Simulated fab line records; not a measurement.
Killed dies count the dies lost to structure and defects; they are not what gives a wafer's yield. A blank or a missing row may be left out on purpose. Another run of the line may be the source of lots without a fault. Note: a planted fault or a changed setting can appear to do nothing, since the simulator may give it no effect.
One fault through the eyes of 2 desks / flow n5-finfet / what lay behind the numbers comes last; until then each desk has only its own

== METROLOGY DESK ==
What the gauges read, lot by lot, whatever tool the lot ran on: means of the sampled wafers that have a number. The brackets show how far a lot's mean lies from the usual mean; more than 4 standard deviations puts the lot out of limits, marked OUT. 7 of its 10 readings are shown, namely those furthest out on some lot.
Columns: A = DIBL_N at N5_BEOL_M4_RC_MEAS_101, usual 36.2 mV/V; B = IOFF_N at N5_BEOL_M4_RC_MEAS_101, usual 0.16 nA/um; C = IOFF_P at N5_BEOL_M4_RC_MEAS_101, usual 0.22 nA/um; D = ION_N at N5_BEOL_M4_RC_MEAS_101, usual 675 uA/um; E = ION_P at N5_BEOL_M4_RC_MEAS_101, usual 465 uA/um; F = VT_N at N5_BEOL_M4_RC_MEAS_101, usual 250 mV; G = VT_P at N5_BEOL_M4_RC_MEAS_101, usual -249 mV
lot=L905; first seen here=day 9 07:08; A=33.5; B=0.11; C=0.17; D=650; E=455; F=256; G=-251
lot=L907; first seen here=day 9 14:08; A=35.4; B=0.15; C=0.22; D=673; E=467; F=248; G=-249
lot=L909; first seen here=day 9 21:13; A=37.1; B=0.19; C=0.25; D=680; E=463; F=247; G=-245
lot=L910; first seen here=day 10 09:11; A=37.6; B=0.19; C=0.25; D=678; E=472; F=244; G=-247
lot=L914; first seen here=day 11 15:52; A=36.2; B=0.15; C=0.22; D=673; E=467; F=251; G=-248
lot=L919; first seen here=day 12 08:16; A=36.8; B=0.16; C=0.20; D=678; E=464; F=250; G=-252
lot=L918; first seen here=day 12 08:17; A=38.1; B=0.19; C=0.23; D=685; E=467; F=247; G=-248
lot=L923; first seen here=day 13 10:43; A=37.4; B=0.17; C=0.22; D=676; E=460; F=250; G=-249
lot=L924; first seen here=day 14 02:49; A=35.4; B=0.14; C=0.17; D=665; E=453; F=255; G=-255
This desk's finding: nothing out of limits on any of the 9 lots.

== FOR THE TOOL OWNER'S DESK: ald-sin-04 ==
The tool's own readings at N5_SDB_ALD_29 (deposits SiNx, target thk 30 nm, pulse time 1 s, ald cycles 600): means of the sampled wafers that have a number, for each lot that ran on this tool. The brackets show how far a lot's mean lies from the usual mean; more than 4 standard deviations puts the lot out of limits, marked OUT.
Columns: A = heater-power-w at N5_SDB_ALD_29, usual 823 W; B = precursor-pulse-height-rel at N5_SDB_ALD_29, usual 1.000
lot=L905; first seen here=day 4 20:48; A=849; B=0.971
lot=L907; first seen here=day 5 06:55; A=824; B=0.996
lot=L909; first seen here=day 5 18:59; A=896; B=1.007
lot=L923; first seen here=day 9 07:57; A=845; B=0.993
lot=L924; first seen here=day 9 12:35; A=897; B=0.986
This desk's finding: nothing out of limits on any of the 5 lots.

== PUT TOGETHER ==
Nothing out of limits was seen by the metrology desk.
Nothing out of limits was seen by the tool owner's desk.

== WHAT THE SIMULATOR PUT IN ==
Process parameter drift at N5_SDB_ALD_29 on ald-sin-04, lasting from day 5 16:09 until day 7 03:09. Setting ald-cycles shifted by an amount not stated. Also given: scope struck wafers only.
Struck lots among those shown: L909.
